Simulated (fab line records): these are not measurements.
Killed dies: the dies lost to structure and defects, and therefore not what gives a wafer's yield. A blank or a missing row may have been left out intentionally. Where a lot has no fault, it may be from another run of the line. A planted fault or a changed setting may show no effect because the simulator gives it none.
fab line records	flow n5-finfet
record lots=8	wafers=24	last-day=17
route steps=1938 shown BEOL_M0@750 BEOL_M1@754 BEOL_M4@1111 PASSIVATION@1936
lots that met no fault: taken from a fault-free run of the same line
start-h: the number of hours between the record's first day and the start of the first shown wafer of the lot	wait-h: how many hours have passed since the lot's step before this one	" identical to the entry in the row above	L1.1+2: several wafers, shown together as one row	- no value, or no start given	* or withheld: withheld	< > ~ a bound
route shown NAME@n: a module of which the file shows steps, and the number in the route of the first	usual: mean and standard deviation over wafers with no fault	same: alike in all rows	chamber/n: place in a boat	sites: the reading at each site	_std_site: their standard deviation	_edge_site: outer sites' mean less inner sites'	radius-mm: for every site, how far away it sits from the centre of the wafer	mask NAME#n: copy n	behind: the tool/chamber that last shaped the wafer	hold: the reason the lot was held/the length of the hold in hours/how it ended	device: the transistor (n, p or np) that didn't switch	end of line: at the end of the route, the tests of the same wafers	for a step that has no rows: nothing shown but its recipe	killed: dies that structure and defects cost at the first sort, which is not the same as the wafer's yield	map: a wafer's dies, x killed, . not, _ none there
set.NAME: setting as actually run; set.NAME@STEP: the setting as run at that earlier step	model.NAME: the simulator's own value behind a step, which no gauge read
steps of the route over a sample of lots; a table a step, a row a wafer
services: from which hour (start-h, from the record's first day; less than 0 if before it) a tool's chamber was out of use, for how many hours, and why
## steps
# step N5_BEOL_M0_INSPECT_127
# recipe inspect-instrument=darkfield	mode=post-dep
# usual raw-defect-count=72/23
lot.wafer	tool	chamber	start-h	wait-h	raw-defect-count
L456.1	defect-inspect-01	-	133.30	0.0	78
L456.3	"	-	"	"	96
L456.5	"	-	"	"	85
L459.1	defect-inspect-02	-	141.88	0.0	79
L459.5	"	-	"	"	83
L459.6	"	-	"	"	61
L463.2	defect-inspect-02	-	171.72	0.0	73
L463.3	"	-	"	"	66
L463.5	"	-	"	"	132
L465.1	defect-inspect-02	-	187.55	0.0	43
L465.5	"	-	"	"	38
L465.6	"	-	"	"	57
L468.2	defect-inspect-01	-	206.27	0.0	38
L468.3	"	-	"	"	58
L468.5	"	-	"	"	45
L470.1	defect-inspect-01	-	216.13	0.0	61
L470.2	"	-	"	"	64
L470.3	"	-	"	"	56
L471.1	defect-inspect-01	-	216.95	0.0	75
L471.5	"	-	"	"	87
L471.6	"	-	"	"	48
L477.4	defect-inspect-02	-	256.73	0.0	81
L477.5	"	-	"	"	105
L477.6	"	-	"	"	131
# step N5_BEOL_M1_HM_DEP_02
# recipe material=TiN	target-thk-a=200	temp-c=25	chamber-pressure-pa=0.49996
# usual chamber-pressure-pa=0.5000/0.00096	throttle-valve-pct=29.8/1.2
lot.wafer	tool	chamber	start-h	wait-h	chamber-pressure-pa	throttle-valve-pct
L456.1	pvd-sputter-03	-	135.11	1.7	0.4990	28.1
L456.3	"	-	"	"	0.4997	28.8
L456.5	"	-	"	"	0.4994	28.6
L459.1	pvd-sputter-03	-	142.17	0.1	0.4997	28.7
L459.5	"	-	"	"	0.4990	30.7
L459.6	"	-	"	"	0.5012	28.4
L463.2	pvd-sputter-01	-	172.24	0.4	0.5010	29.2
L463.3	"	-	"	"	0.5015	31.3
L463.5	"	-	"	"	0.4995	30.4
L465.1	pvd-sputter-03	-	188.39	0.7	0.4991	30.8
L465.5	"	-	"	"	0.5009	28.7
L465.6	"	-	"	"	0.4990	28.7
L468.2	pvd-sputter-01	-	207.18	0.7	0.5002	28.1
L468.3	"	-	"	"	0.4996	31.5
L468.5	"	-	"	"	0.5010	29.1
L470.1	pvd-sputter-03	-	217.77	1.5	0.4999	28.5
L470.2	"	-	"	"	0.4989	28.6
L470.3	"	-	"	"	0.5003	28.6
L471.1	pvd-sputter-03	-	218.31	1.2	0.4999	28.3
L471.5	"	-	"	"	0.4995	28.6
L471.6	"	-	"	"	0.5022	30.6
L477.4	pvd-sputter-02	-	257.02	0.1	0.5007	31.2
L477.5	"	-	"	"	0.4984	30.9
L477.6	"	-	"	"	0.4994	31.1
# step N5_BEOL_M1_INSPECT_13
# recipe mode=adi	inspect-instrument=brightfield
# usual raw-defect-count=394/87
lot.wafer	tool	chamber	start-h	wait-h	raw-defect-count
L456.1	defect-inspect-02	-	135.71	0.1	364
L456.3	"	-	"	"	449
L456.5	"	-	"	"	388
L459.1	defect-inspect-01	-	142.77	0.1	310
L459.5	"	-	"	"	321
L459.6	"	-	"	"	266
L463.2	defect-inspect-01	-	172.84	0.0	435
L463.3	"	-	"	"	531
L463.5	"	-	"	"	473
L465.1	defect-inspect-01	-	188.99	0.1	371
L465.5	"	-	"	"	375
L465.6	"	-	"	"	503
L468.2	defect-inspect-02	-	207.65	0.0	365
L468.3	"	-	"	"	523
L468.5	"	-	"	"	314
L470.1	defect-inspect-02	-	218.25	0.1	744
L470.2	"	-	"	"	795
L470.3	"	-	"	"	782
L471.1	defect-inspect-01	-	218.79	0.1	798
L471.5	"	-	"	"	744
L471.6	"	-	"	"	765
L477.4	defect-inspect-02	-	257.50	0.0	386
L477.5	"	-	"	"	489
L477.6	"	-	"	"	511
# step N5_BEOL_M1_DESCUM_16
# recipe chemistry=O2	time-s=7	source-power-w=50	bias-power-w=20	pressure-mtorr=20	rf-frequency-hz=2.712e+07	temp-c=40	resist=CAR-EUV	o2-flow-sccm=225
# usual drypump-motor-current-A=5.9/0.52	oes-product-au=0.73/0.062	rf-vpp-V=243.0/1.4	showerhead-plenum-p-Torr=2.09/0.083	throttle-valve-pct=20.46/0.19
lot.wafer	tool	chamber	start-h	wait-h	drypump-motor-current-A	oes-product-au	rf-hours-counter-h	rf-vpp-V	showerhead-plenum-p-Torr	throttle-valve-pct
L456.1	rie-diel-02	1	135.84	0.1	6.1	0.76	134	241.5	2.01	20.26
L456.3	"	0	"	"	5.1	0.82	86	244.1	2.21	20.32
L456.5	"	0	"	"	5.1	0.82	-	244.9	2.21	20.31
L459.1	rie-diel-02	3	143.17	0.4	6.6	0.66	241	245.4	2.17	20.72
L459.5	"	0	"	"	5.1	0.82	-	245.1	2.21	20.35
L459.6	"	3	"	"	6.6	0.67	-	243.4	2.17	20.73
L463.2	rie-diel-03	0	172.89	0.0	5.9	0.69	234	241.4	1.96	20.43
L463.3	"	2	"	"	5.3	0.72	192	243.7	2.08	20.21
L463.5	"	0	"	"	5.9	0.70	-	241.3	1.96	20.43
L465.1	rie-diel-03	1	189.02	0.0	6.5	0.72	183	242.6	2.11	20.73
L465.5	"	0	"	"	5.9	0.69	-	241.2	1.96	20.43
L465.6	"	1	"	"	6.5	0.72	-	243.6	2.11	20.73
L468.2	rie-diel-04	1	207.69	0.0	6.0	0.72	167	243.3	2.17	20.46
L468.3	"	3	"	"	6.0	0.70	185	243.9	2.19	20.52
L468.5	"	2	"	"	5.4	0.75	-	241.8	2.08	20.38
L470.1	rie-diel-03	0	218.29	0.0	5.9	0.69	247	240.3	1.96	20.45
L470.2	"	3	"	"	5.3	0.72	183	240.4	1.99	20.62
L470.3	"	1	"	"	6.5	0.71	192	243.0	2.10	20.76
L471.1	rie-diel-02	2	218.83	0.0	6.1	0.72	173	242.2	2.07	20.25
L471.5	"	0	"	"	5.1	0.79	-	244.1	2.20	20.35
L471.6	"	3	"	"	6.6	0.97	-	244.2	2.16	20.44
L477.4	rie-diel-03	3	257.53	0.0	5.3	0.71	198	241.8	1.99	20.66
L477.5	"	1	"	"	6.5	0.70	-	244.3	2.10	20.78
L477.6	"	2	"	"	5.3	0.70	-	243.7	2.07	20.27
# step N5_BEOL_M1_ETCH_74
# recipe chemistry=N2/H2	target=underlayer	target-depth-a=65	mask-material=CAR-EUV	time-s=5.2	ion-energy-ev=200	pressure-mtorr=30	source-w=840	bias-w=150	n2-flow-sccm=200	h2-flow-sccm=200	ends=cleared
# usual drypump-motor-current-A=5.9/0.52	etch-rf-on-time-s=5.19/0.12	n2-flow-sccm=200.0/0.61	oes-product-au=0.63/0.052	rf-vpp-V=523.7/2.7	showerhead-plenum-p-Torr=2.53/0.092	throttle-valve-pct=17.84/0.12
lot.wafer	tool	chamber	start-h	wait-h	drypump-motor-current-A	etch-rf-on-time-s	n2-flow-sccm	oes-product-au	rf-hours-counter-h	rf-vpp-V	showerhead-plenum-p-Torr	throttle-valve-pct
L456.1	rie-diel-02	1	135.88	0.0	6.2	5.27	200.3	0.65	134	520.8	2.45	17.75
L456.3	"	0	"	"	5.1	5.12	199.5	0.71	86	528.1	2.67	17.68
L456.5	"	0	"	"	5.1	5.21	200.1	0.70	-	528.5	2.67	17.66
L459.1	rie-diel-02	3	143.21	0.0	6.6	5.24	199.3	0.57	241	526.9	2.61	17.95
L459.5	"	0	"	"	5.1	5.12	200.2	0.70	-	525.9	2.67	17.71
L459.6	"	3	"	"	6.6	5.17	199.6	0.58	-	524.9	2.61	17.98
L463.2	rie-diel-03	0	172.92	0.0	5.9	5.23	201.4	0.59	234	523.4	2.40	18.00
L463.3	"	2	"	"	5.3	5.28	200.1	0.61	192	521.6	2.53	17.83
L463.5	"	0	"	"	5.9	5.20	200.4	0.58	-	519.2	2.40	17.97
L465.1	rie-diel-03	1	189.06	0.0	6.5	5.16	199.9	0.61	183	522.2	2.52	17.87
L465.5	"	0	"	"	5.9	5.13	200.3	0.59	-	521.6	2.40	17.97
L465.6	"	1	"	"	6.5	5.20	200.7	0.61	-	523.1	2.52	17.87
L468.2	rie-diel-04	1	207.73	0.0	6.0	5.08	199.8	0.61	167	525.3	2.64	17.93
L468.3	"	3	"	"	6.0	5.06	200.8	0.61	185	527.0	2.63	17.70
L468.5	"	2	"	"	5.4	5.10	199.5	0.64	-	524.4	2.53	17.82
L470.1	rie-diel-03	0	218.32	0.0	5.9	5.02	200.0	0.59	247	522.1	2.40	17.99
L470.2	"	3	"	"	5.3	5.23	200.7	0.62	183	522.9	2.41	17.95
L470.3	"	1	"	"	6.5	5.12	200.1	0.62	192	524.1	2.52	17.86
L471.1	rie-diel-02	2	218.86	0.0	6.2	5.29	199.2	0.61	173	524.2	2.53	17.73
L471.5	"	0	"	"	5.1	5.17	199.9	0.67	-	529.2	2.66	17.74
L471.6	"	3	"	"	6.7	5.06	201.0	0.83	-	522.6	2.60	17.62
L477.4	rie-diel-03	3	257.57	0.0	5.3	5.27	199.8	0.62	198	520.8	2.40	17.96
L477.5	"	1	"	"	6.5	5.18	199.3	0.60	-	523.6	2.51	17.90
L477.6	"	2	"	"	5.3	5.23	199.8	0.59	-	524.9	2.52	17.87
# step N5_BEOL_M1_INSPECT_30
# recipe mode=adi	inspect-instrument=brightfield
# usual raw-defect-count=398/89
lot.wafer	tool	chamber	start-h	wait-h	raw-defect-count
L456.1	defect-inspect-02	-	136.68	0.1	363
L456.3	"	-	"	"	426
L456.5	"	-	"	"	372
L459.1	defect-inspect-02	-	144.14	0.1	331
L459.5	"	-	"	"	365
L459.6	"	-	"	"	278
L463.2	defect-inspect-02	-	173.72	0.0	489
L463.3	"	-	"	"	594
L463.5	"	-	"	"	523
L465.1	defect-inspect-01	-	190.12	0.1	382
L465.5	"	-	"	"	400
L465.6	"	-	"	"	494
L468.2	defect-inspect-01	-	208.56	0.0	308
L468.3	"	-	"	"	495
L468.5	"	-	"	"	293
L470.1	defect-inspect-01	-	219.12	0.1	727
L470.2	"	-	"	"	799
L470.3	"	-	"	"	754
L471.1	defect-inspect-01	-	219.66	0.1	786
L471.5	"	-	"	"	760
L471.6	"	-	"	"	761
L477.4	defect-inspect-02	-	258.46	0.0	395
L477.5	"	-	"	"	491
L477.6	"	-	"	"	498
# step N5_BEOL_M4_RC_MEAS_101
# usual DIBL_N=35.8/1.6	DIBL_P=36.0/2.1	IOFF_N=0.153/0.026	IOFF_P=0.21/0.037	ION_N=673/11	ION_P=462/7.6	SS_N=71.4/0.53	SS_P=73.2/0.67	VT_N=250/3.2	VT_P=-250/3.7
lot.wafer	tool	chamber	start-h	wait-h	DIBL_N[mV/V]	DIBL_P[mV/V]	IOFF_N[nA/um]	IOFF_P[nA/um]	ION_N[uA/um]	ION_P[uA/um]	SS_N[mV/dec]	SS_P[mV/dec]	VT_N[mV]	VT_P[mV]
L456.1	prober-02	0	177.41	0.0	35.3	36.1	0.139	0.18	670	453	71.1	73.2	252	-255
L456.3	"	0	"	"	37.4	37.9	0.165	0.20	675	460	71.7	73.4	250	-250
L456.5	"	0	"	"	35.5	35.7	0.137	0.18	673	456	71.6	72.4	253	-252
L459.1	prober-01	0	198.14	0.0	37.5	36.1	0.193	0.24	691	468	71.4	73.7	245	-246
L459.5	"	0	"	"	37.4	36.3	0.183	0.25	685	471	70.9	73.9	246	-243
L459.6	"	0	"	"	36.8	35.5	0.180	0.24	697	476	70.6	72.9	245	-243
L463.2	prober-02	0	211.20	0.2	33.3	32.7	0.107	0.16	663	457	71.0	72.5	257	-256
L463.3	"	0	"	"	36.3	35.2	0.143	0.18	666	453	71.6	73.1	254	-251
L463.5	"	0	"	"	35.0	33.4	0.119	0.17	652	448	71.0	73.6	255	-253
L465.1	prober-01	0	240.45	0.0	36.1	38.3	0.179	0.27	676	469	71.6	74.0	250	-243
L465.5	"	0	"	"	35.8	37.3	0.177	0.27	675	474	71.6	74.0	247	-244
L465.6	"	0	"	"	35.7	36.3	0.165	0.23	670	467	71.9	72.8	248	-248
L468.2	prober-01	0	251.81	0.2	34.2	35.2	0.139	0.20	672	467	71.2	72.5	252	-251
L468.3	"	0	"	"	34.2	34.9	0.136	0.21	676	472	71.8	72.8	253	-248
L468.5	"	0	"	"	35.0	35.9	0.168	0.23	678	466	71.3	73.4	247	-249
L470.1	prober-01	0	268.62	0.0	35.8	36.5	0.149	0.22	669	465	71.6	73.4	252	-251
L470.2	"	0	"	"	36.1	37.6	0.159	0.25	666	470	71.6	73.5	251	-246
L470.3	"	0	"	"	36.9	37.6	0.176	0.23	691	473	72.4	73.8	251	-249
L471.1	prober-02	0	269.28	0.0	35.6	34.1	0.139	0.19	669	461	71.6	73.0	252	-252
L471.5	"	0	"	"	37.7	36.3	0.164	0.22	667	461	71.1	73.8	252	-251
L471.6	"	0	"	"	36.3	34.5	0.134	0.19	669	459	71.4	73.2	251	-249
L477.4	prober-01	0	302.60	0.5	33.2	32.0	0.110	0.15	664	457	70.9	71.6	256	-254
L477.5	"	0	"	"	34.2	32.8	0.118	0.15	667	458	71.0	72.4	253	-256
L477.6	"	0	"	"	37.3	37.4	0.188	0.24	685	467	71.0	73.3	246	-250
# step N5_PASSIVATION_PROBE_49
# usual defect-limited-yield=91.3/1.5	killed_at_M0_to_M3=33/12	killed_at_M4_up=13/5.2	killed-at-contacts=13/6.7	killed-at-front-end=40/11	killed-at-other=4.1/2.7	killed-dies=103/17	killed-open=69/13	killed-short=33/8.4	sort_bin_5_function=5.1/1	sort_bin_6_memory=3.2/0.62	sort-n-pass=1077/17	sort-yield-pct=91.3/1.5
# same gross-dies=1180	killed-at-back-side=0	sort_bin_4_leakage[%]=0	sort_bin_8_speed[%]=0
lot.wafer	tool	chamber	start-h	wait-h	defect-limited-yield[%]	killed_at_M0_to_M3	killed_at_M4_up	killed-at-contacts	killed-at-front-end	killed-at-other	killed-dies	killed-open	killed-short	sort_bin_5_function[%]	sort_bin_6_memory[%]	sort-n-pass	sort-yield-pct[%]
L471.1	prober-02	-	382.38	0.0	83.6	123	11	15	43	1	193	81	30	9.7	4.7	987	83.6
L471.5	prober-02	-	382.58	0.2	77.8	194	9	9	46	4	262	94	56	14.1	5.5	918	77.8
L471.6	prober-02	-	382.63	0.3	78.5	176	14	19	44	1	254	89	42	14.1	5.3	926	78.5
L470.1	prober-02	-	383.01	0.0	81.9	118	15	32	47	1	213	89	39	11.2	4.6	967	81.9
L470.2	prober-02	-	383.06	0.1	80.6	149	16	20	44	0	229	70	45	12.0	5.5	951	80.6
L470.3	prober-02	-	383.11	0.1	84.1	118	8	18	39	5	188	54	41	9.9	4.2	992	84.1
# killed by level:class
L471.1 BEOL_M1:unspecified=82 BEOL_M0_SAQP:geometric-particle:open=14 FIN_SAQP:geometric-particle:open=11 BEOL_M0_SAQP:geometric-particle:short=11 MOL_CONTACT_COAG:geometric-particle:open=11 STI_FIN_REVEAL:geometric-particle:open=9 BEOL_M2:geometric-particle:open=6 BEOL_M1:geometric-particle:open=4
L471.5 BEOL_M1:unspecified=111 BEOL_M0_SAQP:geometric-particle:open=31 BEOL_M0_SAQP:geometric-particle:short=22 BEOL_M3:geometric-particle:open=10 BEOL_M2:geometric-particle:open=9 GATE_CUT:geometric-particle:short=8 MOL_CONTACT_COAG:geometric-particle:open=7 FIN_SAQP:geometric-particle:open=6
L471.6 BEOL_M1:unspecified=123 BEOL_M1:geometric-particle:open=17 MOL_CONTACT_COAG:geometric-particle:open=16 STI_FIN_REVEAL:geometric-particle:open=13 BEOL_M0_SAQP:geometric-particle:short=12 BEOL_M0_SAQP:geometric-particle:open=10 FIN_SAQP:geometric-particle:short=9 GATE_CUT:geometric-particle:short=5
L470.1 BEOL_M1:unspecified=85 MOL_CONTACT_COAG:geometric-particle:open=28 BEOL_M0_SAQP:geometric-particle:short=12 STI_FIN_REVEAL:geometric-particle:open=10 FIN_SAQP:geometric-particle:open=9 BEOL_M0_SAQP:geometric-particle:open=9 BEOL_M4:geometric-particle:open=6 STI_FIN_REVEAL:geometric-particle:short=5
L470.2 BEOL_M1:unspecified=113 MOL_CONTACT_COAG:geometric-particle:open=16 BEOL_M0_SAQP:geometric-particle:short=15 FIN_SAQP:geometric-particle:open=10 BEOL_M0_SAQP:geometric-particle:open=7 BEOL_M1:geometric-particle:open=5 STI_FIN_REVEAL:geometric-particle:open=5 ILD0:geometric-particle:open=5
L470.3 BEOL_M1:unspecified=92 MOL_CONTACT_COAG:geometric-particle:open=17 BEOL_M0_SAQP:geometric-particle:short=9 FIN_SAQP:geometric-particle:short=7 STI_FIN_REVEAL:geometric-particle:open=6 BEOL_M2:geometric-particle:open=6 FIN_SAQP:geometric-particle:open=5 ILD0:geometric-particle:short=4
## services
tool	chamber	start-h	hours	kind
pvd-sputter-02	-	114.88	19.9	repair
rie-diel-04	-	117.44	2.2	repair
rie-diel-03	2	119.39	6.6	repair
rie-diel-02	-	126.83	2.8	pm
pvd-sputter-01	-	143.08	4.3	repair
rie-diel-02	3	178.90	-	clean
rie-diel-02	3	178.90	-	consumable-replace:focus-ring
rie-diel-02	3	178.90	12.8	scheduled-down
rie-diel-02	3	178.90	12.8	vent-cycle
rie-diel-02	3	210.65	2.9	repair
rie-diel-03	0	225.48	-	clean
rie-diel-03	0	225.48	-	consumable-replace:focus-ring
rie-diel-03	0	225.48	-	consumable-replace:showerhead
rie-diel-03	0	225.48	21.1	scheduled-down
rie-diel-03	0	225.48	21.1	vent-cycle
rie-diel-04	2	248.97	8.5	repair
rie-diel-02	3	249.69	7.0	repair
## key
first-sign step=N5_BEOL_M1_INSPECT_13	reading=raw-defect-count	direction=up	sigmas=4.3	usual=394	struck=771
effect step=N5_BEOL_M1_INSPECT_30	reading=raw-defect-count	direction=up	sigmas=4.1	usual=398	struck=764
effect step=N5_PASSIVATION_PROBE_49	reading=killed_at_M0_to_M3	direction=up	sigmas=9.9	usual=33	struck=146
more-kills-born-at N5_BEOL_M1_HM_DEP_02@pvd-sputter-03=606
met-at N5_BEOL_M1_HM_DEP_02
struck-lots L470,L471
not-acting-at N5_BEOL_M0_INSPECT_127,N5_BEOL_M1_DESCUM_16,N5_BEOL_M1_ETCH_74
onset-between 188.39 217.77
fault kind=chamber-particle-source	tool=pvd-sputter-03	chamber=-	onset-h=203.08	steps=N5_BEOL_M1_HM_DEP_02	rate-per-visit-cm2=0.70181	end-h=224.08
